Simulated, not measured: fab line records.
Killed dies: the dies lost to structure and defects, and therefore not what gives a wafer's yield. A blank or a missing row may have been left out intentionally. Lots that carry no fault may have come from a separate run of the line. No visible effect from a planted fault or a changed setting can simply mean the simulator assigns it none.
Which tool was responsible? || flow n5_finfet || 8 lots with 24 wafers sampled at 6 steps, on a route of 1938 steps

## WHAT THE GAUGES SHOWED, per wafer
N5_MOL_CONTACT_COAG_INSPECT_42: inspects for defects (brightfield).
{"lot": "L236", "measured": "day 6 12:15", "on": "defect_inspect-01", "raw_defect_count": "291 238 296"}
{"lot": "L242", "measured": "day 8 00:31", "on": "defect_inspect-02", "raw_defect_count": "1246 170 1249"}
{"lot": "L243", "measured": "day 8 02:26", "on": "defect_inspect-01", "raw_defect_count": "298 272 229"}
{"lot": "L245", "measured": "day 8 12:37", "on": "defect_inspect-02", "raw_defect_count": "193 1304 229"}
{"lot": "L249", "measured": "day 9 14:59", "on": "defect_inspect-01", "raw_defect_count": "117 143 139"}
{"lot": "L233", "measured": "day 10 04:22", "on": "defect_inspect-01", "raw_defect_count": "162 178 152"}
{"lot": "L254", "measured": "day 10 22:01", "on": "defect_inspect-02", "raw_defect_count": "219 216 284"}
{"lot": "L253", "measured": "day 11 01:02", "on": "defect_inspect-02", "raw_defect_count": "199 173 203"}

N5_BEOL_M4_RC_MEAS_101.
{"lot": "L236", "measured": "day 8 23:52", "on": "prober-02", "DIBL_N (mV/V)": "36.4 37.0 36.4", "DIBL_P (mV/V)": "34.9 35.9 35.9", "IOFF_N (nA/um)": "0.162 0.170 0.167", "IOFF_P (nA/um)": "0.20 0.22 0.23", "ION_N (uA/um)": "671 678 676", "ION_P (uA/um)": "463 467 469", "SS_N (mV/dec)": "71.4 71.6 71.2", "SS_P (mV/dec)": "72.7 73.7 73.8", "VT_N (mV)": "250.1 246.8 247.0", "VT_P (mV)": "-250 -248 -247"}
{"lot": "L242", "measured": "day 10 17:29", "on": "prober-02", "DIBL_N (mV/V)": "35.6 35.1 37.0", "DIBL_P (mV/V)": "36.0 35.4 37.4", "IOFF_N (nA/um)": "0.159 0.149 0.190", "IOFF_P (nA/um)": "0.20 0.19 0.23", "ION_N (uA/um)": "684 673 678", "ION_P (uA/um)": "463 459 464", "SS_N (mV/dec)": "71.0 71.8 71.6", "SS_P (mV/dec)": "73.1 72.8 73.9", "VT_N (mV)": "247.0 249.9 246.2", "VT_P (mV)": "-251 -251 -249"}
{"lot": "L243", "measured": "day 10 21:25", "on": "prober-01", "DIBL_N (mV/V)": "38.7 37.7 36.6", "DIBL_P (mV/V)": "37.3 36.7 34.5", "IOFF_N (nA/um)": "0.185 0.170 0.151", "IOFF_P (nA/um)": "0.24 0.22 0.19", "ION_N (uA/um)": "683 676 654", "ION_P (uA/um)": "466 463 450", "SS_N (mV/dec)": "71.8 71.8 71.3", "SS_P (mV/dec)": "73.4 74.3 73.6", "VT_N (mV)": "248.5 249.2 253.6", "VT_P (mV)": "-250 -248 -251"}
{"lot": "L245", "measured": "day 11 12:26", "on": "prober-02", "DIBL_N (mV/V)": "35.3 33.6 34.6", "DIBL_P (mV/V)": "35.3 33.2 35.1", "IOFF_N (nA/um)": "0.144 0.117 0.140", "IOFF_P (nA/um)": "0.19 0.18 0.19", "ION_N (uA/um)": "664 641 662", "ION_P (uA/um)": "458 453 454", "SS_N (mV/dec)": "70.8 71.1 71.1", "SS_P (mV/dec)": "73.9 72.3 74.0", "VT_N (mV)": "253.9 256.6 250.2", "VT_P (mV)": "-252 -251 -251"}
{"lot": "L249", "measured": "day 12 17:29", "on": "prober-01", "DIBL_N (mV/V)": "35.4 38.7 39.3", "DIBL_P (mV/V)": "35.2 38.5 38.7", "IOFF_N (nA/um)": "0.131 0.195 0.200", "IOFF_P (nA/um)": "0.18 0.23 0.23", "ION_N (uA/um)": "675 679 686", "ION_P (uA/um)": "462 463 466", "SS_N (mV/dec)": "70.7 71.5 71.9", "SS_P (mV/dec)": "72.7 74.0 74.1", "VT_N (mV)": "249.4 246.7 248.2", "VT_P (mV)": "-251 -249 -246"}
{"lot": "L233", "measured": "day 13 19:43", "on": "prober-02", "DIBL_N (mV/V)": "35.2 34.6 35.8", "DIBL_P (mV/V)": "36.1 35.4 36.3", "IOFF_N (nA/um)": "0.172 0.143 0.170", "IOFF_P (nA/um)": "0.23 0.23 0.24", "ION_N (uA/um)": "691 664 680", "ION_P (uA/um)": "479 471 468", "SS_N (mV/dec)": "71.9 71.3 71.6", "SS_P (mV/dec)": "73.7 73.3 74.1", "VT_N (mV)": "247.3 251.2 250.4", "VT_P (mV)": "-247 -246 -246"}
{"lot": "L254", "measured": "day 14 16:55", "on": "prober-02", "DIBL_N (mV/V)": "34.9 40.0 37.2", "DIBL_P (mV/V)": "33.0 39.2 35.1", "IOFF_N (nA/um)": "0.124 0.210 0.147", "IOFF_P (nA/um)": "0.19 0.30 0.23", "ION_N (uA/um)": "667 684 675", "ION_P (uA/um)": "465 473 478", "SS_N (mV/dec)": "70.6 71.4 70.6", "SS_P (mV/dec)": "72.9 75.1 73.6", "VT_N (mV)": "250.1 246.3 249.8", "VT_P (mV)": "-249 -246 -248"}
{"lot": "L253", "measured": "day 15 05:43", "on": "prober-01", "DIBL_N (mV/V)": "35.2 34.7 36.7", "DIBL_P (mV/V)": "34.8 33.7 36.9", "IOFF_N (nA/um)": "0.156 0.139 0.201", "IOFF_P (nA/um)": "0.22 0.20 0.26", "ION_N (uA/um)": "662 670 694", "ION_P (uA/um)": "460 468 482", "SS_N (mV/dec)": "71.1 70.9 71.0", "SS_P (mV/dec)": "73.1 72.1 73.1", "VT_N (mV)": "247.2 251.6 243.3", "VT_P (mV)": "-244 -245 -242"}

## TOOL THAT RAN EACH LOT (tool first, then ch and the chambers of the sampled wafers, then the start)
{"lot": "L236", "N5_MOL_CONTACT_COAG_ETCH_89": "rie_diel-01 ch 0,2, day 6 10:43", "N5_MOL_CONTACT_COAG_ETCH_90": "rie_diel-01 ch 0,2, day 6 10:44", "N5_MOL_CONTACT_COAG_STRIP_119": "plasma_asher-02 ch 0,1, day 6 11:34", "N5_MOL_CONTACT_COAG_ETCH_65": "rie_diel-06 ch 0,1,3, day 6 12:19"}
{"lot": "L242", "N5_MOL_CONTACT_COAG_ETCH_89": "rie_diel-01 ch 0,3, day 7 22:47", "N5_MOL_CONTACT_COAG_ETCH_90": "rie_diel-01 ch 0,3, day 7 22:48", "N5_MOL_CONTACT_COAG_STRIP_119": "plasma_asher-01 ch 0,1, day 7 23:53", "N5_MOL_CONTACT_COAG_ETCH_65": "rie_diel-01 ch 0,2,3, day 8 00:35"}
{"lot": "L243", "N5_MOL_CONTACT_COAG_ETCH_89": "rie_diel-06 ch 1,2,3, day 8 01:15", "N5_MOL_CONTACT_COAG_ETCH_90": "rie_diel-06 ch 1,2,3, day 8 01:16", "N5_MOL_CONTACT_COAG_STRIP_119": "plasma_asher-02 ch 0,1, day 8 01:53", "N5_MOL_CONTACT_COAG_ETCH_65": "rie_diel-01 ch 1,2,3, day 8 02:30"}
{"lot": "L245", "N5_MOL_CONTACT_COAG_ETCH_89": "rie_diel-01 ch 0,2,3, day 8 11:26", "N5_MOL_CONTACT_COAG_ETCH_90": "rie_diel-01 ch 0,2,3, day 8 11:28", "N5_MOL_CONTACT_COAG_STRIP_119": "plasma_asher-01 ch 1, day 8 12:04", "N5_MOL_CONTACT_COAG_ETCH_65": "rie_diel-06 ch 0,1, day 8 12:41"}
{"lot": "L249", "N5_MOL_CONTACT_COAG_ETCH_89": "rie_diel-03 ch 0,1,3, day 9 13:36", "N5_MOL_CONTACT_COAG_ETCH_90": "rie_diel-03 ch 0,1,3, day 9 13:37", "N5_MOL_CONTACT_COAG_STRIP_119": "plasma_asher-02 ch 0,1, day 9 14:23", "N5_MOL_CONTACT_COAG_ETCH_65": "rie_diel-06 ch 0,1,2, day 9 15:02"}
{"lot": "L233", "N5_MOL_CONTACT_COAG_ETCH_89": "rie_diel-06 ch 0,2, day 10 02:59", "N5_MOL_CONTACT_COAG_ETCH_90": "rie_diel-06 ch 0,2, day 10 03:00", "N5_MOL_CONTACT_COAG_STRIP_119": "plasma_asher-02 ch 0,1, day 10 03:46", "N5_MOL_CONTACT_COAG_ETCH_65": "rie_diel-03 ch 1,2,3, day 10 04:35"}
{"lot": "L254", "N5_MOL_CONTACT_COAG_ETCH_89": "rie_diel-01 ch 1,3, day 10 20:43", "N5_MOL_CONTACT_COAG_ETCH_90": "rie_diel-01 ch 1,3, day 10 20:44", "N5_MOL_CONTACT_COAG_STRIP_119": "plasma_asher-02 ch 0,1, day 10 21:20", "N5_MOL_CONTACT_COAG_ETCH_65": "rie_diel-01 ch 0,1,3, day 10 22:10"}
{"lot": "L253", "N5_MOL_CONTACT_COAG_ETCH_89": "rie_diel-01 ch 0,1,3, day 10 23:43", "N5_MOL_CONTACT_COAG_ETCH_90": "rie_diel-01 ch 0,1,3, day 10 23:44", "N5_MOL_CONTACT_COAG_STRIP_119": "plasma_asher-01 ch 0,1, day 11 00:22", "N5_MOL_CONTACT_COAG_ETCH_65": "rie_diel-03 ch 0,1,2, day 11 02:28"}
- N5_MOL_CONTACT_COAG_ETCH_89: etches underlayer in N2/H2, target depth 13 nm, time 10.4 s.
- N5_MOL_CONTACT_COAG_ETCH_90: etches SiARC in CF4, target depth 13 nm, time 21.7 s.
- N5_MOL_CONTACT_COAG_STRIP_119: strips in N2/H2, time 30 s.
- N5_MOL_CONTACT_COAG_ETCH_65: etches underlayer in N2/H2, target depth 13 nm, time 10.4 s.

## WHAT THE TOOLS THEMSELVES READ (means of the sampled wafers that have a number; where no wafer has one, the mark that the record gives instead)
N5_MOL_CONTACT_COAG_ETCH_89.
{"lot": "L236", "tool": "rie_diel-01", "drypump_motor_current_A (A)": 5.70, "etch_rf_on_time_s (s)": 10.56, "oes_product_au (a.u.)": 0.65, "rf_vpp_V (V)": 527.0, "showerhead_plenum_p_Torr (Torr)": 2.66, "throttle_valve_pct (%)": 18.08}
{"lot": "L242", "tool": "rie_diel-01", "drypump_motor_current_A (A)": 5.59, "etch_rf_on_time_s (s)": 10.51, "oes_product_au (a.u.)": 0.75, "rf_vpp_V (V)": 524.8, "showerhead_plenum_p_Torr (Torr)": 2.56, "throttle_valve_pct (%)": 17.60}
{"lot": "L243", "tool": "rie_diel-06", "drypump_motor_current_A (A)": 5.42, "etch_rf_on_time_s (s)": 10.47, "oes_product_au (a.u.)": 0.64, "rf_vpp_V (V)": 526.4, "showerhead_plenum_p_Torr (Torr)": 2.61, "throttle_valve_pct (%)": 18.16}
{"lot": "L245", "tool": "rie_diel-01", "drypump_motor_current_A (A)": 5.63, "etch_rf_on_time_s (s)": 10.58, "oes_product_au (a.u.)": 0.69, "rf_vpp_V (V)": 525.1, "showerhead_plenum_p_Torr (Torr)": 2.61, "throttle_valve_pct (%)": 17.84}
{"lot": "L249", "tool": "rie_diel-03", "drypump_motor_current_A (A)": 5.41, "etch_rf_on_time_s (s)": 10.46, "oes_product_au (a.u.)": 0.70, "rf_vpp_V (V)": 524.6, "showerhead_plenum_p_Torr (Torr)": 2.56, "throttle_valve_pct (%)": 17.75}
{"lot": "L233", "tool": "rie_diel-06", "drypump_motor_current_A (A)": 5.64, "etch_rf_on_time_s (s)": 10.16, "oes_product_au (a.u.)": 0.70, "rf_vpp_V (V)": 523.1, "showerhead_plenum_p_Torr (Torr)": 2.53, "throttle_valve_pct (%)": 17.76}
{"lot": "L254", "tool": "rie_diel-01", "drypump_motor_current_A (A)": 5.48, "etch_rf_on_time_s (s)": 10.43, "oes_product_au (a.u.)": 0.67, "rf_vpp_V (V)": 525.1, "showerhead_plenum_p_Torr (Torr)": 2.59, "throttle_valve_pct (%)": 17.94}
{"lot": "L253", "tool": "rie_diel-01", "drypump_motor_current_A (A)": 5.58, "etch_rf_on_time_s (s)": 10.38, "oes_product_au (a.u.)": 0.69, "rf_vpp_V (V)": 525.1, "showerhead_plenum_p_Torr (Torr)": 2.61, "throttle_valve_pct (%)": 17.79}

N5_MOL_CONTACT_COAG_ETCH_90.
{"lot": "L236", "tool": "rie_diel-01", "drypump_motor_current_A (A)": 5.70, "etch_rf_on_time_s (s)": 22.1, "oes_product_au (a.u.)": 0.64, "rf_vpp_V (V)": 185.1, "showerhead_plenum_p_Torr (Torr)": 2.23, "throttle_valve_pct (%)": 15.70}
{"lot": "L242", "tool": "rie_diel-01", "drypump_motor_current_A (A)": 5.58, "etch_rf_on_time_s (s)": 22.0, "oes_product_au (a.u.)": 0.74, "rf_vpp_V (V)": 184.7, "showerhead_plenum_p_Torr (Torr)": 2.15, "throttle_valve_pct (%)": 15.22}
{"lot": "L243", "tool": "rie_diel-06", "drypump_motor_current_A (A)": 5.42, "etch_rf_on_time_s (s)": 21.5, "oes_product_au (a.u.)": 0.65, "rf_vpp_V (V)": 184.6, "showerhead_plenum_p_Torr (Torr)": 2.19, "throttle_valve_pct (%)": 15.88}
{"lot": "L245", "tool": "rie_diel-01", "drypump_motor_current_A (A)": 5.62, "etch_rf_on_time_s (s)": 21.9, "oes_product_au (a.u.)": 0.69, "rf_vpp_V (V)": 185.3, "showerhead_plenum_p_Torr (Torr)": 2.18, "throttle_valve_pct (%)": 15.47}
{"lot": "L249", "tool": "rie_diel-03", "drypump_motor_current_A (A)": 5.40, "etch_rf_on_time_s (s)": 22.1, "oes_product_au (a.u.)": 0.69, "rf_vpp_V (V)": 184.1, "showerhead_plenum_p_Torr (Torr)": 2.16, "throttle_valve_pct (%)": 15.62}
{"lot": "L233", "tool": "rie_diel-06", "drypump_motor_current_A (A)": 5.62, "etch_rf_on_time_s (s)": 21.2, "oes_product_au (a.u.)": 0.70, "rf_vpp_V (V)": 184.7, "showerhead_plenum_p_Torr (Torr)": 2.13, "throttle_valve_pct (%)": 15.55}
{"lot": "L254", "tool": "rie_diel-01", "drypump_motor_current_A (A)": 5.49, "etch_rf_on_time_s (s)": 21.7, "oes_product_au (a.u.)": 0.66, "rf_vpp_V (V)": 184.0, "showerhead_plenum_p_Torr (Torr)": 2.18, "throttle_valve_pct (%)": 15.68}
{"lot": "L253", "tool": "rie_diel-01", "drypump_motor_current_A (A)": 5.57, "etch_rf_on_time_s (s)": 21.9, "oes_product_au (a.u.)": 0.68, "rf_vpp_V (V)": 184.4, "showerhead_plenum_p_Torr (Torr)": 2.18, "throttle_valve_pct (%)": 15.47}

N5_MOL_CONTACT_COAG_STRIP_119.
{"lot": "L236", "tool": "plasma_asher-02", "drypump_motor_current_A (A)": 5.66, "heater_power_w (W)": 354}
{"lot": "L242", "tool": "plasma_asher-01", "drypump_motor_current_A (A)": 5.73, "heater_power_w (W)": 348}
{"lot": "L243", "tool": "plasma_asher-02", "drypump_motor_current_A (A)": 5.68, "heater_power_w (W)": 358}
{"lot": "L245", "tool": "plasma_asher-01", "drypump_motor_current_A (A)": 5.66, "heater_power_w (W)": 330}
{"lot": "L249", "tool": "plasma_asher-02", "drypump_motor_current_A (A)": 5.76, "heater_power_w (W)": 357}
{"lot": "L233", "tool": "plasma_asher-02", "drypump_motor_current_A (A)": 5.73, "heater_power_w (W)": 357}
{"lot": "L254", "tool": "plasma_asher-02", "drypump_motor_current_A (A)": 5.76, "heater_power_w (W)": 358}
{"lot": "L253", "tool": "plasma_asher-01", "drypump_motor_current_A (A)": 5.74, "heater_power_w (W)": 348}

N5_MOL_CONTACT_COAG_ETCH_65.
{"lot": "L236", "tool": "rie_diel-06", "drypump_motor_current_A (A)": 5.5, "etch_rf_on_time_s (s)": 10.26, "oes_product_au (a.u.)": 0.66, "rf_vpp_V (V)": 525.1, "showerhead_plenum_p_Torr (Torr)": 2.58, "throttle_valve_pct (%)": 18.02}
{"lot": "L242", "tool": "rie_diel-01", "drypump_motor_current_A (A)": 5.7, "etch_rf_on_time_s (s)": 10.53, "oes_product_au (a.u.)": 0.69, "rf_vpp_V (V)": 525.5, "showerhead_plenum_p_Torr (Torr)": 2.61, "throttle_valve_pct (%)": 17.86}
{"lot": "L243", "tool": "rie_diel-01", "drypump_motor_current_A (A)": 5.6, "etch_rf_on_time_s (s)": 10.57, "oes_product_au (a.u.)": 0.66, "rf_vpp_V (V)": 525.5, "showerhead_plenum_p_Torr (Torr)": 2.59, "throttle_valve_pct (%)": 18.01}
{"lot": "L245", "tool": "rie_diel-06", "drypump_motor_current_A (A)": 5.8, "etch_rf_on_time_s (s)": 10.43, "oes_product_au (a.u.)": 0.67, "rf_vpp_V (V)": 523.7, "showerhead_plenum_p_Torr (Torr)": 2.51, "throttle_valve_pct (%)": 17.75}
{"lot": "L249", "tool": "rie_diel-06", "drypump_motor_current_A (A)": 5.7, "etch_rf_on_time_s (s)": 10.25, "oes_product_au (a.u.)": 0.67, "rf_vpp_V (V)": 523.6, "showerhead_plenum_p_Torr (Torr)": 2.54, "throttle_valve_pct (%)": 17.87}
{"lot": "L233", "tool": "rie_diel-03", "drypump_motor_current_A (A)": 5.7, "etch_rf_on_time_s (s)": 10.69, "oes_product_au (a.u.)": 0.61, "rf_vpp_V (V)": 524.1, "showerhead_plenum_p_Torr (Torr)": 2.53, "throttle_valve_pct (%)": 17.82}
{"lot": "L254", "tool": "rie_diel-01", "drypump_motor_current_A (A)": 5.6, "etch_rf_on_time_s (s)": 10.30, "oes_product_au (a.u.)": 0.69, "rf_vpp_V (V)": 524.8, "showerhead_plenum_p_Torr (Torr)": 2.61, "throttle_valve_pct (%)": 17.79}
{"lot": "L253", "tool": "rie_diel-03", "drypump_motor_current_A (A)": 5.8, "etch_rf_on_time_s (s)": 10.74, "oes_product_au (a.u.)": 0.66, "rf_vpp_V (V)": 525.2, "showerhead_plenum_p_Torr (Torr)": 2.53, "throttle_valve_pct (%)": 17.71}

## THE ANSWER, worked out from the rows above alone
Rule: the usual values come from the lots themselves. The widest of any qualifying gaps counts: lots, ordered by their means at a reading, are off when they make up no more than a third of the lots, leave a main group of 4 or more, and stand apart from it by 3 or more times the standard deviation of that group's means. A main group whose means are all the same, to the digits that the tables above print for the reading, isn't used. Also off: a lot with no number at a reading for which 4 or more lots have one. All remaining lots with rows at the step are treated as sound. Order of review: gauges by route order, followed by the tools' own readings, for which a lot's mean as printed above is used. The first step at which some lot is off is used, and at that step the reading that is off furthest; a lot without a number counts as furthest.
Off: L242, L245, at N5_MOL_CONTACT_COAG_INSPECT_42 (raw_defect_count). Mean 212 and standard deviation 53 in the main group.
A tool fits if, at a process step before that reading, it ran every lot that is off, and no sound lot after the first of them. The gauges at N5_MOL_CONTACT_COAG_INSPECT_42 are tried like those tools. Of those tried, none fits.

## WHAT WAS PUT IN BY THE SIMULATOR
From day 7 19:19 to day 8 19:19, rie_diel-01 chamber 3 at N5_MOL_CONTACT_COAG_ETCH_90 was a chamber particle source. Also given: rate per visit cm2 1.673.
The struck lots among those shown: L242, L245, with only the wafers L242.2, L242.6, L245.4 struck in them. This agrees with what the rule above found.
